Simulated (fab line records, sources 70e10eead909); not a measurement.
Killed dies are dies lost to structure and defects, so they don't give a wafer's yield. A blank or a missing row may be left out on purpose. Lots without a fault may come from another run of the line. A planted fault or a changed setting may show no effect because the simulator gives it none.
fab line records | flow nand_harc
record lots=15 wafers=45 last_day=24
route steps=1159 shown P_BONDPAD@365 A_ZERO_WELL@401
lots that met no fault: from a run of the same line without faults
start_h: hours from the record's first day to the start of the lot's first wafer shown | wait_h: hours since the lot's step before | " the same as in the row above | L1.1+2: a row that stands for several wafers | - no value, or no start given | * or withheld: withheld | < > ~ a bound
route shown NAME@n: a module of which the file shows steps, and the number in the route of the first | usual: mean/standard deviation of fault-free wafers | same: alike in all rows | chamber/n: place in a boat | sites: the reading at each site | _std_site: their standard deviation | _edge_site: outer sites' mean less inner sites' | radius_mm: how far each site lies from the wafer's centre | mask NAME#n: copy n | behind: the tool/chamber that last shaped the wafer | hold: why the lot was held/for how many hours/how that ended | device: the transistor (n, p or np) that didn't switch | end of line: the same wafers' tests at the end of the route | a step without rows: its recipe alone | killed: dies lost to structure and defects at the first sort, not the wafer's yield | map: a wafer's dies, x killed, . not, _ none there
set.NAME: the setting as run; set.NAME@STEP: as run at that earlier step | model.NAME: the simulator's own value behind a step, which no gauge read
steps of the route over a sample of lots; a table a step, a row a wafer
services: from which hour (start_h, from the record's first day; less than 0 if before it) a tool's chamber was out of use, for how many hours, and why
## steps
# step NHARC_P_BONDPAD_OVL_MEAS_38
# usual overlay_x_nm=1/6.8 overlay_y_nm=1/7.4
# columns lot.wafer tool chamber start_h wait_h overlay_x_nm overlay_y_nm
L690.1 overlay-01 - 123.99 - 20 12
L690.5 " - " " 20 12
L690.6 " - " " 19 11
L691.1 overlay-02 - 134.26 - -6 2
L691.2 " - " " -7 2
L691.4 " - " " -6 2
L693.1 overlay-02 - 147.51 - -11 0
L693.5 " - " " -11 0
L693.6 " - " " -11 0
L692.2 overlay-01 - 148.31 - -3 -3
L692.4 " - " " -3 -2
L692.6 " - " " -3 -3
L697.1 overlay-02 - 179.02 - 3 3
L697.5 " - " " 3 4
L697.6 " - " " 3 3
L702.2 overlay-02 - 205.06 - -7 9
L702.5 " - " " -6 9
L702.6 " - " " -6 9
L703.1 overlay-01 - 216.91 - 2 3
L703.4 " - " " 2 3
L703.6 " - " " 2 2
L705.3 overlay-02 - 217.29 - 8 1
L705.4 " - " " 8 1
L705.6 " - " " 8 1
L704.3 overlay-02 - 217.81 - 8 -15
L704.4 " - " " 8 -15
L704.5 " - " " 8 -15
L707.1 overlay-02 - 228.00 - 4 -15
L707.3 " - " " 4 -15
L707.6 " - " " 3 -15
L709.1 overlay-02 - 247.55 - 1 9
L709.2 " - " " 1 9
L709.4 " - " " 1 9
L711.1 overlay-02 - 248.56 - 6 -6
L711.5 " - " " 6 -5
L711.6 " - " " 5 -6
L708.1 overlay-02 - 248.85 - 9 4
L708.5 " - " " 8 4
L708.6 " - " " 9 4
L712.3 overlay-01 - 258.60 - 4 3
L712.4 " - " " 5 3
L712.6 " - " " 5 3
L713.3 overlay-02 - 259.35 - 1 8
L713.5 " - " " 1 8
L713.6 " - " " 1 7
# step NHARC_A_ZERO_WELL_CD_MEAS_10
# recipe target_cd_nm=2000 landing_energy_ev=500
# usual cd_nm=2000.6/1.3
# columns lot.wafer tool chamber start_h wait_h cd_nm
L690.1 cd_sem-01 0 127.99 - 2001.2
L690.5 " 0 " " 1999.8
L690.6 " 0 " " 1998.9
L691.1 cd_sem-03 0 138.20 - 2001.1
L691.2 " 0 " " 2001.1
L691.4 " 0 " " 2000.9
L693.1 cd_sem-03 0 151.59 - 1999.6
L693.5 " 0 " " 1999.6
L693.6 " 0 " " 1997.2
L692.2 cd_sem-02 0 152.39 - 2000.1
L692.4 " 0 " " 2001.0
L692.6 " 0 " " 2001.0
L697.1 cd_sem-02 0 183.03 - 2001.7
L697.5 " 0 " " 1999.4
L697.6 " 0 " " 2001.4
L702.2 cd_sem-01 0 209.06 - 2003.2
L702.5 " 0 " " 2001.9
L702.6 " 0 " " 1999.5
L703.1 cd_sem-03 0 222.59 - 2000.7
L703.4 " 0 " " 1999.7
L703.6 " 0 " " 2000.3
L705.3 cd_sem-02 0 222.77 - 2000.8
L705.4 " 0 " " 2002.0
L705.6 " 0 " " 2000.4
L704.3 cd_sem-02 0 222.93 - 2000.0
L704.4 " 0 " " 2001.3
L704.5 " 0 " " 2001.5
L707.1 cd_sem-03 0 232.31 - 2000.9
L707.3 " 0 " " 2001.0
L707.6 " 0 " " 1999.0
L709.1 cd_sem-02 0 251.60 - 1998.9
L709.2 " 0 " " 2002.1
L709.4 " 0 " " 2001.4
L711.1 cd_sem-03 0 252.83 - 1998.0
L711.5 " 0 " " 2001.3
L711.6 " 0 " " 1999.2
L708.1 cd_sem-01 0 253.18 - 2001.6
L708.5 " 0 " " 2000.7
L708.6 " 0 " " 2001.5
L712.3 cd_sem-01 0 262.49 - 2001.0
L712.4 " 0 " " 2000.8
L712.6 " 0 " " 1999.6
L713.3 cd_sem-02 0 263.47 - 2001.3
L713.5 " 0 " " 2001.7
L713.6 " 0 " " 2001.8
# step NHARC_A_ZERO_WELL_IMPLANT_15
# recipe energy_kev=150 dose_cm2=1e+13 tilt_deg=7
# columns lot.wafer tool chamber start_h wait_h
L690.1+5+6 implanter-02 0 128.90 0.1
L690.1+5+6 implanter-02 0 129.30 0.4
L691.1+2+4 implanter-02 0 139.13 0.1
L691.1+2+4 implanter-02 0 139.52 0.4
L693.1+5+6 implanter-02 0 152.50 0.1
L693.1+5+6 implanter-02 0 152.89 0.4
L692.2+4+6 implanter-02 0 153.33 0.1
L697.1+5+6 implanter-02 0 184.12 0.1
L702.2+5+6 implanter-01 0 210.00 0.1
L703.1+4+6 implanter-02 0 223.54 0.1
L705.3+4+6 implanter-01 0 223.76 0.1
L704.3+4+5 implanter-02 0 223.93 0.1
L707.1+3+6 implanter-02 0 233.23 0.1
L709.1+2+4 implanter-01 0 252.52 0.1
L711.1+5+6 implanter-02 0 253.77 0.1
L708.1+5+6 implanter-01 0 254.15 0.1
L712.3+4+6 implanter-01 0 263.46 0.1
L713.3+5+6 implanter-02 0 264.48 0.2
# step NHARC_A_ZERO_WELL_RTA_16
# recipe temp_c=1000 time_s=10
# usual lamp_power_pct=28.0/2.5 lamp_zone_3_pct=28.0/2.5 lamp_zone_4_pct=28.0/2.5 lamp_zone_6_pct=27.9/2.5 wafer_temp_C_max=1007.2/1.6
# columns lot.wafer tool chamber start_h wait_h lamp_power_pct lamp_zone_3_pct lamp_zone_4_pct lamp_zone_6_pct wafer_temp_C_max
L690.1 rtp_anneal-02 0 129.91 - 29.9 29.9 29.9 29.8 1007.9
L690.5 " 0 " " 29.9 29.9 29.9 29.8 1006.2
L690.6 " 0 " " 29.9 29.9 29.9 29.8 1008.1
L691.1 rtp_anneal-02 0 139.87 - 29.9 29.9 29.9 29.9 1007.2
L691.2 " 0 " " 29.9 29.9 29.9 29.8 1005.6
L691.4 " 0 " " 29.9 29.9 29.9 29.8 1008.3
L693.1 rtp_anneal-01 0 153.33 - 24.8 24.8 24.8 24.8 1007.1
L693.5 " 0 " " 24.8 24.8 24.8 24.7 1005.6
L693.6 " 0 " " 24.8 24.8 24.8 24.8 1005.8
L692.2 rtp_anneal-02 0 153.68 - 29.8 29.9 29.9 29.8 1006.0
L692.4 " 0 " " 29.9 29.9 29.9 29.8 1008.2
L692.6 " 0 " " 29.9 29.9 29.9 29.8 1011.5
L697.1 rtp_anneal-02 0 184.49 - 29.8 29.9 29.9 29.7 1007.8
L697.5 " 0 " " 29.8 29.9 29.8 29.8 1007.9
L697.6 " 0 " " 29.9 29.8 29.9 29.8 1008.9
L702.2 rtp_anneal-01 0 210.35 - 24.8 24.8 24.8 24.7 1007.9
L702.5 " 0 " " 24.8 24.8 24.8 24.8 1006.7
L702.6 " 0 " " 24.8 24.8 24.8 24.8 1008.1
L703.1 rtp_anneal-02 0 223.94 - 29.9 29.9 29.9 29.9 1007.4
L703.4 " 0 " " 29.9 29.9 29.9 29.8 1010.1
L703.6 " 0 " " 29.9 29.9 29.9 29.8 1007.8
L705.3 rtp_anneal-01 0 224.41 - 24.8 24.8 24.8 24.8 1005.9
L705.4 " 0 " " 24.8 24.8 24.8 24.8 1004.8
L705.6 " 0 " " 24.8 24.8 24.8 24.7 1005.4
L704.3 rtp_anneal-02 0 224.51 - 29.9 29.9 29.8 29.8 1008.7
L704.4 " 0 " " 29.9 29.9 29.9 29.9 1007.9
L704.5 " 0 " " 29.9 29.9 29.9 29.8 1005.5
L707.1 rtp_anneal-01 0 233.58 - 24.8 24.8 24.8 24.7 1005.4
L707.3 " 0 " " 24.8 24.8 24.8 24.8 1005.3
L707.6 " 0 " " 24.8 24.8 24.9 24.8 1006.5
L709.1 rtp_anneal-01 0 252.86 - 24.8 24.8 24.8 24.7 1007.6
L709.2 " 0 " " 24.8 24.8 24.8 24.7 1005.9
L709.4 " 0 " " 24.8 24.8 24.8 24.7 1007.9
L711.1 rtp_anneal-01 0 254.29 0.2 24.8 24.7 24.8 24.8 1005.1
L711.5 " 0 " " 24.8 24.8 24.8 24.8 1006.1
L711.6 " 0 " " 24.8 24.8 24.8 24.7 1005.4
L708.1 rtp_anneal-02 0 254.56 0.1 29.9 29.9 29.9 29.8 1008.8
L708.5 " 0 " " 29.9 29.9 29.9 29.8 1006.0
L708.6 " 0 " " 29.9 29.9 29.9 29.8 1010.3
L712.3 rtp_anneal-02 0 263.81 - 29.9 29.9 29.9 29.8 1008.3
L712.4 " 0 " " 29.9 29.9 29.9 29.8 1007.2
L712.6 " 0 " " 29.8 29.9 29.9 29.8 1005.2
L713.3 rtp_anneal-02 0 264.82 - 29.8 29.9 29.9 29.9 1010.2
L713.5 " 0 " " 29.9 29.9 29.9 29.8 1008.9
L713.6 " 0 " " 29.9 29.9 29.8 29.8 1008.4
## services
# columns tool chamber start_h hours kind
implanter-01 - 107.20 1.2 repair
implanter-02 - 173.13 3.9 repair
implanter-01 - 181.54 9.3 repair
## key
first_sign step=NHARC_A_ZERO_WELL_IMPLANT_15 reading=visit direction=added
effect none on later readings
met_at NHARC_A_ZERO_WELL_IMPLANT_15
struck_lots L690,L691,L693
tester_left_out L690,L691,L693
not_acting_at NHARC_P_BONDPAD_OVL_MEAS_38,NHARC_A_ZERO_WELL_CD_MEAS_10,NHARC_A_ZERO_WELL_RTA_16
fault kind=repeated_step_whole tool=implanter-01,implanter-02 chamber=- onset_h=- steps=NHARC_A_ZERO_WELL_IMPLANT_15 times=1 scope=struck_lots_only
# tester_left_out: of these lots the tester's yield and bins aren't shown, on N5 and GAA mostly nor the transistor test; their killed dies are dies lost to structure and defects alone, not to doping, threshold or leakage, so they don't give the yield
